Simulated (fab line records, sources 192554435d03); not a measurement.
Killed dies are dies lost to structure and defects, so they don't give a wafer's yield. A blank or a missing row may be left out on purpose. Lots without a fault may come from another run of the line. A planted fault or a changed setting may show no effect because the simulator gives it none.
fab line records | flow n5_finfet
record lots=7 wafers=39
route steps=1938 shown PMOS_HMC_CHANNEL_EPI@64 DUMMY_GATE@234 MOL_CONTACT_COAG@616 BEOL_M1@838 BEOL_M3@980 BEOL_M6@1239 BEOL_M10@1525 BEOL_M14@1730 BEOL_M15@1819 PASSIVATION@1910
start_h: hours from the record's first day to the start of the lot's first wafer shown | wait_h: hours since the lot's step before | " the same as in the row above | L1.1+2: a row that stands for several wafers | - no value, or no start given | * or withheld: withheld | < > ~ a bound
route shown NAME@n: a module of which the file shows steps, and the number in the route of the first | usual: mean/standard deviation of fault-free wafers | same: alike in all rows | chamber/n: place in a boat | sites: the reading at each site | _std_site: their standard deviation | _edge_site: outer sites' mean less inner sites' | radius_mm: how far each site lies from the wafer's centre | mask NAME#n: copy n | behind: the tool/chamber that last shaped the wafer | hold: why the lot was held/for how many hours/how that ended | device: the transistor (n, p or np) that didn't switch | end of line: the same wafers' tests at the end of the route | a step without rows: its recipe alone | killed: dies lost to structure and defects at the first sort, not the wafer's yield | map: a wafer's dies, x killed, . not, _ none there
set.NAME: the setting as run; set.NAME@STEP: as run at that earlier step | model.NAME: the simulator's own value behind a step, which no gauge read
lots whose settings were changed on purpose; a table a step, a row a wafer
## steps
# step N5_PMOS_HMC_CHANNEL_EPI_DEVELOP_08
# recipe develop_time_s=30 developer=TMAH resist=CAR-ArF-block dev_temp_c=23 rinse_liquid=diw dry=air_spin
# step N5_DUMMY_GATE_DESCUM_20
# recipe chemistry=O2 time_s=6.2 source_power_w=50 bias_power_w=20 pressure_mtorr=20 rf_frequency_hz=2.712e+07 temp_c=40 resist=CAR-EUV o2_flow_sccm=225
# step N5_MOL_CONTACT_COAG_ETCH_124
# recipe chemistry=CH3F/O2 target=SiNx target_depth_a=65 mask_material=SOC stop_on=SiOC over_etch_frac=0.3 ion_energy_ev=120 pressure_mtorr=30 source_w=395 bias_w=73 Ar_flow_sccm=150 CH3F_flow_sccm=30 O2_flow_sccm=20 ends=end_point
# step N5_BEOL_M1_DEP_57
# recipe material=SiCN target_thk_a=80 temp_c=withheld precursor=3MS/NH3 pressure_torr=3 rf_w=202 time_s=14
# step N5_BEOL_M3_TRENCH_ETCH_37
# recipe chemistry=C4F6/O2 target_depth_a=555.55 target=SiOC time_s=29.2 ion_energy_ev=250 pressure_mtorr=30 source_w=355 bias_w=185 Ar_flow_sccm=300 C4F6_flow_sccm=10 O2_flow_sccm=10
# step N5_BEOL_M3_SPUTTER_48
# recipe material=Cu target_thk_a=45 temp_c=-20 chamber_pressure_pa=0.07 power_w=withheld time_s=8.29
# step N5_BEOL_M6_TRENCH_ETCH_37
# recipe chemistry=C4F6/O2 target_depth_a=944.35 target=SiCOH_lowk time_s=31.5 ion_energy_ev=250 pressure_mtorr=30 source_w=345 bias_w=185 Ar_flow_sccm=300 C4F6_flow_sccm=10 O2_flow_sccm=10
# step N5_BEOL_M10_SURFACE_TREAT_76
# recipe gas=Ar time_s=* ion_energy_ev=* ion_current_ma_cm2=0.5 pressure_mtorr=* ar_flow_sccm=30
# step N5_BEOL_M14_ETCH_59
# recipe chemistry=N2/H2 target=BARC target_depth_a=890 overetch_a=267 time_s=67.9 ion_energy_ev=200 pressure_mtorr=30 source_w=840 bias_w=150 n2_flow_sccm=200 h2_flow_sccm=200
# step N5_BEOL_M15_SPUTTER_43
# recipe material=TaN target_thk_a=150 temp_c=50 bias_v=168.6 power_w=15000 chamber_pressure_pa=0.12 time_s=24.19
# step N5_PASSIVATION_ETCH_59
# recipe chemistry=Cl2/BCl3 target=TaN target_depth_a=650 time_s=34.9 ion_energy_ev=100 pressure_mtorr=10 icp_w=900 bias_w=100 Cl2_flow_sccm=60 bcl3_flow_sccm=30
# step N5_PASSIVATION_PROBE_49
# usual killed_at_contacts=12/5.9 killed_on_rim=14/4.2
# columns lot.wafer tool chamber start_h wait_h set.develop_time_s@PMOS_HMC_CHANNEL_EPI_DEVELOP_08 set.time_s@DUMMY_GATE_DESCUM_20 set.target_depth_a@MOL_CONTACT_COAG_ETCH_124 set.target_thk_a@BEOL_M1_DEP_57 set.time_s@BEOL_M3_TRENCH_ETCH_37 set.target_thk_a@BEOL_M3_SPUTTER_48 set.time_s@BEOL_M6_TRENCH_ETCH_37 set.time_s@BEOL_M10_SURFACE_TREAT_76 set.time_s@BEOL_M14_ETCH_59 set.target_thk_a@BEOL_M15_SPUTTER_43 set.time_s@PASSIVATION_ETCH_59 killed_at_contacts killed_on_rim
L078.1 prober-01 - 320.38 0.0 23.93 6.2 43.45 120.6 29.2 45 31.5 * 67.9 150 34.9 164 57
L078.2 prober-01 - 320.43 0.1 30 6.2 65 80 29.2 45 39.84 * 67.9 195.5 34.9 6 17
L078.3 prober-01 - 320.48 0.1 23.93 8.63 43.45 120.6 29.2 36.15 39.84 * 67.9 195.5 34.9 20 14
L078.4 prober-01 - 320.53 0.2 23.93 6.2 65 120.6 29.2 45 31.5 * 98.14 150 34.9 14 20
L078.5 prober-01 - 320.58 0.2 30 8.63 43.45 80 29.2 36.15 39.84 * 98.14 150 34.9 22 13
L078.6 prober-01 - 320.63 0.3 30 8.63 65 80 29.2 36.15 31.5 * 98.14 195.5 34.9 9 9
L081.1 prober-01 - 344.90 0.0 30 6.2 65 80 29.2 45 31.5 * 67.9 150 34.9 19 15
L081.2 prober-01 - 344.95 0.1 30 6.2 65 80 29.2 45 31.5 * 67.9 150 34.9 12 23
L081.3 prober-01 - 345.00 0.1 30 6.2 65 80 29.2 45 31.5 * 67.9 150 34.9 26 14
L083.1 prober-02 - 363.27 0.0 30 6.2 65 80 29.2 45 31.5 * 67.9 150 34.9 6 20
L083.2 prober-02 - 363.32 0.1 30 6.2 79.43 110.6 29.2 45 31.5 * 57.31 116.7 34.9 7 16
L083.3 prober-02 - 363.37 0.1 30 5.05 65 80 29.2 45 31.5 * 57.31 116.7 34.9 5 18
L083.4 prober-02 - 363.42 0.2 30 6.2 65 110.6 29.2 45 31.5 * 67.9 150 34.9 5 18
L083.5 prober-02 - 363.47 0.2 30 5.05 79.43 110.6 29.2 45 31.5 * 57.31 150 34.9 6 8
L083.6 prober-02 - 363.52 0.3 30 5.05 79.43 80 29.2 45 31.5 * 67.9 116.7 34.9 7 16
L084.1 prober-01 - 366.84 0.0 30 9.825 33.49 80 29.2 33.58 31.5 * 67.9 150 34.9 1061 151
L084.2 prober-01 - 366.89 0.1 30 6.2 65 124.4 21.08 33.58 31.5 * 67.9 77.62 34.9 3 7
L084.3 prober-01 - 366.94 0.1 30 9.825 65 80 29.2 45 31.5 * 67.9 77.62 34.9 9 13
L084.4 prober-01 - 366.99 0.2 30 6.2 65 124.4 29.2 33.58 31.5 * 67.9 150 34.9 3 8
L084.5 prober-01 - 367.04 0.2 30 9.825 33.49 124.4 21.08 45 31.5 * 67.9 77.62 34.9 1096 152
L084.6 prober-01 - 367.09 0.3 30 6.2 33.49 80 21.08 45 31.5 * 67.9 150 34.9 1094 152
L088.1 prober-01 - 392.04 0.0 43.25 6.2 83.87 103.3 29.2 45 36.81 * 67.9 150 23.39 16 152
L088.2 prober-01 - 392.09 0.1 30 6.2 65 103.3 40.12 45 36.81 * 41.75 109.1 23.39 7 152
L088.3 prober-01 - 392.14 0.1 43.25 9.817 65 80 40.12 65.29 31.5 * 67.9 150 23.39 8 152
L088.4 prober-01 - 392.19 0.2 30 9.817 65 80 29.2 65.29 36.81 * 67.9 109.1 34.9 7 11
L088.5 prober-01 - 392.24 0.2 43.25 9.817 83.87 103.3 40.12 65.29 31.5 * 41.75 109.1 34.9 17 10
L088.6 prober-01 - 392.29 0.3 30 6.2 83.87 80 29.2 45 31.5 * 41.75 150 34.9 13 26
L087.1 prober-01 - 409.01 0.0 30 6.2 65 80 29.2 45 24.91 * 67.9 104.6 27.79 17 18
L087.2 prober-01 - 409.06 0.1 30 6.2 36.39 80 44.18 55.46 31.5 * 67.9 150 34.9 873 44
L087.3 prober-01 - 409.11 0.1 30 6.2 36.39 80 29.2 55.46 31.5 * 67.9 104.6 27.79 317 110
L087.4 prober-01 - 409.16 0.2 30 6.2 36.39 80 44.18 45 24.91 * 56.39 104.6 34.9 1080 152
L087.5 prober-01 - 409.21 0.2 30 6.2 65 80 29.2 45 31.5 * 56.39 150 27.79 14 16
L087.6 prober-01 - 409.26 0.3 30 6.2 65 80 44.18 55.46 24.91 * 56.39 150 34.9 4 14
L096.1 prober-02 - 444.91 0.0 30 6.2 65 60.45 20.06 45 41.56 * 67.9 150 34.9 13 20
L096.2 prober-02 - 444.96 0.1 12.24 6.2 65 60.45 20.06 66.21 31.5 * 67.9 96.28 34.9 13 17
L096.3 prober-02 - 445.01 0.1 12.24 6.2 65 80 29.2 66.21 31.5 * 49.99 150 48.25 15 19
L096.4 prober-02 - 445.06 0.2 30 6.2 53.06 80 20.06 45 41.56 * 49.99 150 34.9 16 16
L096.5 prober-02 - 445.11 0.2 12.24 6.2 53.06 80 29.2 45 31.5 * 67.9 96.28 48.25 8 14
L096.6 prober-02 - 445.16 0.3 30 6.2 53.06 60.45 29.2 66.21 41.56 * 49.99 96.28 48.25 10 8
# killed by level:class
L078.1 MOL_CONTACT_COAG:area_etch=151 STI_FIN_REVEAL:geometric_particle:open=13 MOL_CONTACT_COAG:geometric_particle:open=10 FIN_SAQP:geometric_particle:short=8 BEOL_M2:geometric_particle:open=8 BEOL_M3:geometric_particle:open=8 HKMG_FIN:area_etch=7 GATE_CUT:geometric_particle:short=5
L078.2 STI_FIN_REVEAL:geometric_particle:open=14 FIN_SAQP:geometric_particle:short=13 BEOL_M2:geometric_particle:open=11 FIN_SAQP:geometric_particle:open=9 BEOL_M1:geometric_particle:open=8 STI_FIN_REVEAL:geometric_particle:short=7 DUMMY_GATE:geometric_particle:open=7 GATE_CUT:geometric_particle:short=7
L078.3 MOL_CONTACT_COAG:geometric_particle:open=15 BEOL_M4:geometric_particle:open=9 BEOL_M3:geometric_particle:open=8 FIN_SAQP:geometric_particle:open=7 GATE_CUT:geometric_particle:short=5 BEOL_M1:geometric_particle:open=5 BEOL_M2:geometric_particle:open=5 BEOL_M2:geometric_particle:short=5
L078.4 FIN_SAQP:geometric_particle:open=13 MOL_CONTACT_COAG:geometric_particle:open=12 BEOL_M2:geometric_particle:open=10 BEOL_M0_SAQP:geometric_particle:open=7 FIN_SAQP:geometric_particle:short=6 STARTING-WAFER:geometric_particle:short=6 BEOL_M3:geometric_particle:open=5 BEOL_M4:geometric_particle:open=5
L078.5 MOL_CONTACT_COAG:area_etch=14 FIN_SAQP:geometric_particle:open=10 BEOL_M4:geometric_particle:open=9 BEOL_M2:geometric_particle:open=8 DUMMY_GATE:geometric_particle:open=7 BEOL_M3:geometric_particle:open=7 MOL_CONTACT_COAG:geometric_particle:open=6 STI_FIN_REVEAL:geometric_particle:open=6
L078.6 FIN_SAQP:geometric_particle:short=14 BEOL_M2:geometric_particle:open=12 FIN_SAQP:geometric_particle:open=11 STI_FIN_REVEAL:geometric_particle:open=9 BEOL_M0_SAQP:geometric_particle:short=8 MOL_CONTACT_COAG:geometric_particle:open=7 BEOL_M3:geometric_particle:open=6 DUMMY_GATE:geometric_particle:short=5
L081.1 MOL_CONTACT_COAG:geometric_particle:open=18 BEOL_M4:geometric_particle:open=9 FIN_SAQP:geometric_particle:open=5 STI_FIN_REVEAL:geometric_particle:open=5 GATE_CUT:geometric_particle:open=5 BEOL_M0_SAQP:geometric_particle:open=5 GATE_CUT:geometric_particle:short=4 BEOL_M4:geometric_particle:short=4
L081.2 STI_FIN_REVEAL:geometric_particle:open=29 BEOL_M2:geometric_particle:open=14 MOL_CONTACT_COAG:geometric_particle:open=10 FIN_SAQP:geometric_particle:short=9 BEOL_M3:geometric_particle:open=9 GATE_CUT:geometric_particle:short=9 FIN_SAQP:geometric_particle:open=8 STI_FIN_REVEAL:geometric_particle:short=5
L081.3 MOL_CONTACT_COAG:geometric_particle:open=20 FIN_SAQP:geometric_particle:short=11 STI_FIN_REVEAL:geometric_particle:open=10 BEOL_M5:geometric_particle:open=7 MOL_CONTACT_COAG:geometric_particle:short=6 GATE_CUT:geometric_particle:short=6 BEOL_M1:geometric_particle:open=6 BEOL_M2:geometric_particle:open=6
L083.1 FIN_SAQP:geometric_particle:open=12 BEOL_M3:geometric_particle:open=11 BEOL_M0_SAQP:geometric_particle:short=9 FIN_SAQP:geometric_particle:short=7 BEOL_M2:geometric_particle:short=7 BEOL_M0_SAQP:geometric_particle:open=6 MIM_TOP_ETCH:geometric_particle:open=6 MOL_CONTACT_COAG:geometric_particle:open=5
L083.2 BEOL_M0_SAQP:geometric_particle:open=13 BEOL_M0_SAQP:geometric_particle:short=11 BEOL_M2:geometric_particle:short=9 DUMMY_GATE:geometric_particle:open=8 BEOL_M2:geometric_particle:open=6 BEOL_M3:geometric_particle:open=6 MOL_CONTACT_COAG:geometric_particle:open=5 HKMG_FIN:area_etch=5
L083.3 BEOL_M0_SAQP:geometric_particle:short=16 BEOL_M3:geometric_particle:open=13 BEOL_M0_SAQP:geometric_particle:open=11 BEOL_M1:geometric_particle:open=10 GATE_CUT:geometric_particle:short=7 MOL_CONTACT_COAG:geometric_particle:open=5 ILD0:geometric_particle:open=5 BEOL_M1:geometric_particle:short=5
L083.4 FIN_SAQP:geometric_particle:open=16 BEOL_M1:geometric_particle:open=13 STI_FIN_REVEAL:geometric_particle:open=11 BEOL_M0_SAQP:geometric_particle:short=11 BEOL_M0_SAQP:geometric_particle:open=10 FIN_SAQP:geometric_particle:short=8 BEOL_M3:geometric_particle:open=7 BEOL_M2:geometric_particle:open=6
L083.5 BEOL_M1:geometric_particle:open=9 BEOL_M0_SAQP:geometric_particle:short=8 BEOL_M3:geometric_particle:open=6 MOL_CONTACT_COAG:geometric_particle:open=5 BEOL_M1:geometric_particle:short=5 BEOL_M3:geometric_particle:short=5 STI_FIN_REVEAL:geometric_particle:open=4 BEOL_M0_SAQP:geometric_particle:open=4
L083.6 BEOL_M0_SAQP:geometric_particle:short=12 BEOL_M2:geometric_particle:short=11 BEOL_M5:geometric_particle:open=9 MOL_CONTACT_COAG:geometric_particle:open=5 BEOL_M3:geometric_particle:open=5 FIN_SAQP:geometric_particle:open=4 BEOL_M0_SAQP:geometric_particle:open=4 BEOL_M6:geometric_particle:open=4
L084.1 MOL_CONTACT_COAG:area_etch=1055 BEOL_M0_SAQP:geometric_particle:short=12 BEOL_M4:geometric_particle:open=10 BEOL_M0_SAQP:geometric_particle:open=6 FIN_SAQP:geometric_particle:open=4 STI_FIN_REVEAL:geometric_particle:open=4 GATE_CUT:geometric_particle:short=4 MOL_CONTACT_COAG:geometric_particle:open=4
L084.2 BEOL_M0_SAQP:geometric_particle:open=11 BEOL_M2:geometric_particle:open=8 DUMMY_GATE:geometric_particle:open=7 DUMMY_GATE:geometric_particle:short=7 BEOL_M1:geometric_particle:open=5 FIN_SAQP:geometric_particle:open=4 STI_FIN_REVEAL:geometric_particle:open=4 BEOL_M0_SAQP:geometric_particle:short=4
L084.3 BEOL_M4:geometric_particle:open=16 DUMMY_GATE:geometric_particle:open=11 BEOL_M0_SAQP:geometric_particle:open=11 MOL_CONTACT_COAG:geometric_particle:open=8 BEOL_M0_SAQP:geometric_particle:short=8 BEOL_M3:geometric_particle:open=8 BEOL_M2:geometric_particle:open=6 STI_FIN_REVEAL:geometric_particle:open=4
L084.4 BEOL_M2:geometric_particle:open=9 STI_FIN_REVEAL:geometric_particle:open=8 GATE_CUT:geometric_particle:short=6 BEOL_M1:geometric_particle:open=6 BEOL_M3:geometric_particle:open=6 FIN_SAQP:geometric_particle:short=4 BEOL_M2:geometric_particle:short=3 MOL_CONTACT_COAG:geometric_particle:open=3
L084.5 MOL_CONTACT_COAG:area_etch=1091 BEOL_M3:geometric_particle:open=11 FIN_SAQP:geometric_particle:open=8 BEOL_M2:geometric_particle:open=8 BEOL_M4:geometric_particle:open=8 GATE_CUT:geometric_particle:short=6 MOL_CONTACT_COAG:geometric_particle:open=5 FIN_SAQP:geometric_particle:short=4
L084.6 MOL_CONTACT_COAG:area_etch=1091 DUMMY_GATE:geometric_particle:open=9 BEOL_M3:geometric_particle:open=9 STI_FIN_REVEAL:geometric_particle:open=8 BEOL_M4:geometric_particle:open=8 BEOL_M1:geometric_particle:open=4 GATE_CUT:geometric_particle:short=4 FIN_SAQP:geometric_particle:short=3
L088.1 PASSIVATION:area_etch=1086 MOL_CONTACT_COAG:geometric_particle:open=13 FIN_SAQP:geometric_particle:open=11 BEOL_M1:geometric_particle:open=10 BEOL_M3:geometric_particle:open=8 STI_FIN_REVEAL:geometric_particle:open=7 BEOL_M4:geometric_particle:open=7 BEOL_M0_SAQP:geometric_particle:short=5
L088.2 PASSIVATION:area_etch=1070 FIN_SAQP:geometric_particle:open=18 FIN_SAQP:geometric_particle:short=8 DUMMY_GATE:geometric_particle:open=8 STI_FIN_REVEAL:geometric_particle:open=6 BEOL_M1:geometric_particle:open=6 BEOL_M6:geometric_particle:open=5 GATE_CUT:geometric_particle:short=5
L088.3 PASSIVATION:area_etch=1077 FIN_SAQP:geometric_particle:open=18 BEOL_M3:geometric_particle:open=11 STI_FIN_REVEAL:geometric_particle:open=10 MOL_CONTACT_COAG:geometric_particle:open=6 FIN_SAQP:geometric_particle:short=5 BEOL_M0_SAQP:geometric_particle:short=5 BEOL_M4:geometric_particle:open=5
L088.4 FIN_SAQP:geometric_particle:open=11 BEOL_M4:geometric_particle:open=7 DUMMY_GATE:geometric_particle:open=6 GATE_CUT:geometric_particle:short=5 BEOL_M1:geometric_particle:open=5 STI_FIN_REVEAL:geometric_particle:open=4 MOL_CONTACT_COAG:geometric_particle:open=4 BEOL_M0_SAQP:geometric_particle:open=4
L088.5 FIN_SAQP:geometric_particle:open=13 MOL_CONTACT_COAG:geometric_particle:open=13 BEOL_M4:geometric_particle:open=10 BEOL_M1:geometric_particle:open=7 BEOL_M3:geometric_particle:open=7 FIN_SAQP:geometric_particle:short=5 GATE_CUT:geometric_particle:short=4 MOL_CONTACT_COAG:geometric_particle:short=4
L088.6 STI_FIN_REVEAL:geometric_particle:open=10 MOL_CONTACT_COAG:geometric_particle:open=9 HKMG_FIN:area_etch=7 GATE_CUT:geometric_particle:short=6 BEOL_M0_SAQP:geometric_particle:open=6 MIM_TOP_ETCH:geometric_particle:short=5 MIM_TOP_ETCH:geometric_particle:open=5 MOL_CONTACT_COAG:geometric_particle:short=4
L087.1 PASSIVATION:area_etch=123 MOL_CONTACT_COAG:geometric_particle:open=12 FIN_SAQP:geometric_particle:open=11 BEOL_M0_SAQP:geometric_particle:short=10 DUMMY_GATE:geometric_particle:open=9 FIN_SAQP:geometric_particle:short=6 BEOL_M0_SAQP:geometric_particle:open=6 BEOL_M1:geometric_particle:open=6
L087.2 MOL_CONTACT_COAG:area_etch=866 STI_FIN_REVEAL:geometric_particle:open=7 FIN_SAQP:geometric_particle:open=6 FIN_SAQP:geometric_particle:short=6 BEOL_M3:geometric_particle:open=6 MOL_CONTACT_COAG:geometric_particle:open=6 BEOL_M0_SAQP:geometric_particle:open=5 BEOL_M0:geometric_particle:open=5
L087.3 MOL_CONTACT_COAG:area_etch=302 PASSIVATION:area_etch=68 FIN_SAQP:geometric_particle:open=18 MOL_CONTACT_COAG:geometric_particle:open=13 FIN_SAQP:geometric_particle:short=9 STI_FIN_REVEAL:geometric_particle:open=7 BEOL_M2:geometric_particle:open=6 DUMMY_GATE:geometric_particle:open=5
L087.4 MOL_CONTACT_COAG:area_etch=1067 FIN_SAQP:geometric_particle:open=23 MOL_CONTACT_COAG:geometric_particle:open=10 FIN_SAQP:geometric_particle:short=8 BEOL_M4:geometric_particle:open=8 BEOL_M2:geometric_particle:open=7 BEOL_M0:geometric_particle:open=5 BEOL_M2:geometric_particle:short=5
L087.5 PASSIVATION:area_etch=414 FIN_SAQP:geometric_particle:open=26 MOL_CONTACT_COAG:geometric_particle:open=13 FIN_SAQP:geometric_particle:short=9 STI_FIN_REVEAL:geometric_particle:open=9 DUMMY_GATE:geometric_particle:open=8 BEOL_M0_SAQP:geometric_particle:open=8 GATE_CUT:geometric_particle:short=5
L087.6 FIN_SAQP:geometric_particle:open=12 DUMMY_GATE:geometric_particle:open=8 BEOL_M2:geometric_particle:open=8 BEOL_M4:geometric_particle:open=5 BEOL_M0_SAQP:geometric_particle:short=5 STARTING-WAFER:geometric_particle:short=4 MOL_CONTACT_COAG:geometric_particle:open=4 FIN_SAQP:geometric_particle:short=4
L096.1 BEOL_M0_SAQP:geometric_particle:open=20 BEOL_M0_SAQP:geometric_particle:short=13 MOL_CONTACT_COAG:geometric_particle:open=11 BEOL_M2:geometric_particle:open=11 STI_FIN_REVEAL:geometric_particle:open=10 BEOL_M1:geometric_particle:open=10 BEOL_M1:geometric_particle:short=6 FIN_SAQP:geometric_particle:short=5
L096.2 MOL_CONTACT_COAG:geometric_particle:open=10 BEOL_M0_SAQP:geometric_particle:open=9 BEOL_M1:geometric_particle:open=9 FIN_SAQP:geometric_particle:short=6 STI_FIN_REVEAL:geometric_particle:open=6 BEOL_M0_SAQP:geometric_particle:short=6 GATE_CUT:geometric_particle:short=5 BEOL_M4:geometric_particle:open=3
L096.3 BEOL_M0_SAQP:geometric_particle:short=23 STI_FIN_REVEAL:geometric_particle:open=21 BEOL_M1:geometric_particle:open=16 MOL_CONTACT_COAG:geometric_particle:open=13 BEOL_M0_SAQP:geometric_particle:open=11 BEOL_M4:geometric_particle:open=7 FIN_SAQP:geometric_particle:open=5 BEOL_M3:geometric_particle:open=5
L096.4 BEOL_M0_SAQP:geometric_particle:short=17 MOL_CONTACT_COAG:geometric_particle:open=13 BEOL_M0_SAQP:geometric_particle:open=13 BEOL_M1:geometric_particle:open=7 HKMG_FIN:area_etch=6 FIN_SAQP:geometric_particle:short=5 FIN_SAQP:geometric_particle:open=5 STI_FIN_REVEAL:geometric_particle:open=5
L096.5 BEOL_M1:geometric_particle:open=10 BEOL_M0_SAQP:geometric_particle:short=9 BEOL_M0_SAQP:geometric_particle:open=8 BEOL_M3:geometric_particle:open=8 MOL_CONTACT_COAG:geometric_particle:open=6 BEOL_M4:geometric_particle:open=6 FIN_SAQP:geometric_particle:open=5 FIN_SAQP:geometric_particle:short=4
L096.6 BEOL_M0_SAQP:geometric_particle:open=13 MOL_CONTACT_COAG:geometric_particle:open=9 FIN_SAQP:geometric_particle:short=7 BEOL_M3:geometric_particle:open=7 STI_FIN_REVEAL:geometric_particle:open=6 BEOL_M0_SAQP:geometric_particle:short=6 STI_FIN_REVEAL:geometric_particle:short=5 BEOL_M1:geometric_particle:open=5
## key
split step=N5_PMOS_HMC_CHANNEL_EPI_DEVELOP_08 setting=develop_time_s stated_as=30
response none clear
split step=N5_DUMMY_GATE_DESCUM_20 setting=time_s stated_as=6.2
response none clear
split step=N5_MOL_CONTACT_COAG_ETCH_124 setting=target_depth_a stated_as=65
response step=N5_PASSIVATION_PROBE_49 reading=killed_on_rim slope=-2.12 per=1% together_with=all explained=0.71
response step=N5_PASSIVATION_PROBE_49 reading=killed_at_contacts slope=-13.4 per=1% together_with=all explained=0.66
split step=N5_BEOL_M1_DEP_57 setting=target_thk_a stated_as=80
response none clear
split step=N5_BEOL_M3_TRENCH_ETCH_37 setting=time_s stated_as=29.2
response none clear
split step=N5_BEOL_M3_SPUTTER_48 setting=target_thk_a stated_as=45
response none clear
split step=N5_BEOL_M6_TRENCH_ETCH_37 setting=time_s stated_as=31.5
response none clear
split step=N5_BEOL_M10_SURFACE_TREAT_76 setting=time_s stated_as=*
response none clear
split step=N5_BEOL_M14_ETCH_59 setting=time_s stated_as=67.9
response none clear
split step=N5_BEOL_M15_SPUTTER_43 setting=target_thk_a stated_as=150
response none clear
split step=N5_PASSIVATION_ETCH_59 setting=time_s stated_as=34.9
response none clear
